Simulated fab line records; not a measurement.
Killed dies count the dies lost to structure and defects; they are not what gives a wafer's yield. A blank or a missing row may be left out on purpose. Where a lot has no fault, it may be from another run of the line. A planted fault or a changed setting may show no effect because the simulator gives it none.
Which of the tools did it? :: flow nand_harc :: 7 lots, 21 wafers sampled, at 1 step of a route of 1302

== WHAT THE GAUGES SHOWED, per wafer ==
NHARC_P_M1_CD_MEAS_16.
lot: L412
measured: day 6 21:10
on: cd_sem-01
cd_nm (nm): 128.7 129.8 128.7

lot: L415
measured: day 8 15:12
on: cd_sem-01
cd_nm (nm): 129.6 129.3 128.9

lot: L417
measured: day 9 12:10
on: cd_sem-02
cd_nm (nm): 129.3 128.3 128.7

lot: L423
measured: day 12 06:53
on: cd_sem-02
cd_nm (nm): 129.6 129.1 130.9

lot: L424
measured: day 12 09:15
on: cd_sem-03
cd_nm (nm): 129.9 129.2 128.7

lot: L427
measured: day 13 06:44
on: cd_sem-02
cd_nm (nm): 128.8 128.7 128.5

lot: L429
measured: day 14 03:32
on: cd_sem-02
cd_nm (nm): 129.9 129.4 130.9

== WHICH TOOL RAN EACH LOT (tool, then ch and the chambers of the sampled wafers, then the start) ==
No process step before these readings appears in the record.

== THE ANSWER, worked out from the rows above alone ==
Rule: the usual values come from the lots themselves. Put in order of their means at a reading, lots are off if they are a third of the lots or fewer, leave a main group of 4 or more, and stand apart from it by a gap of 3 or more times the standard deviation of the main group's means; of several such gaps the widest counts. Not used: any main group whose means are identical at the precision the tables above print for the reading. A lot without any number at a reading at which 4 lots or more have one is off too. Any other lot the step has rows for is counted as sound.
None of the lots is off at any reading shown; this tells nothing.

== WHAT HAD BEEN PUT IN BY THE SIMULATOR ==
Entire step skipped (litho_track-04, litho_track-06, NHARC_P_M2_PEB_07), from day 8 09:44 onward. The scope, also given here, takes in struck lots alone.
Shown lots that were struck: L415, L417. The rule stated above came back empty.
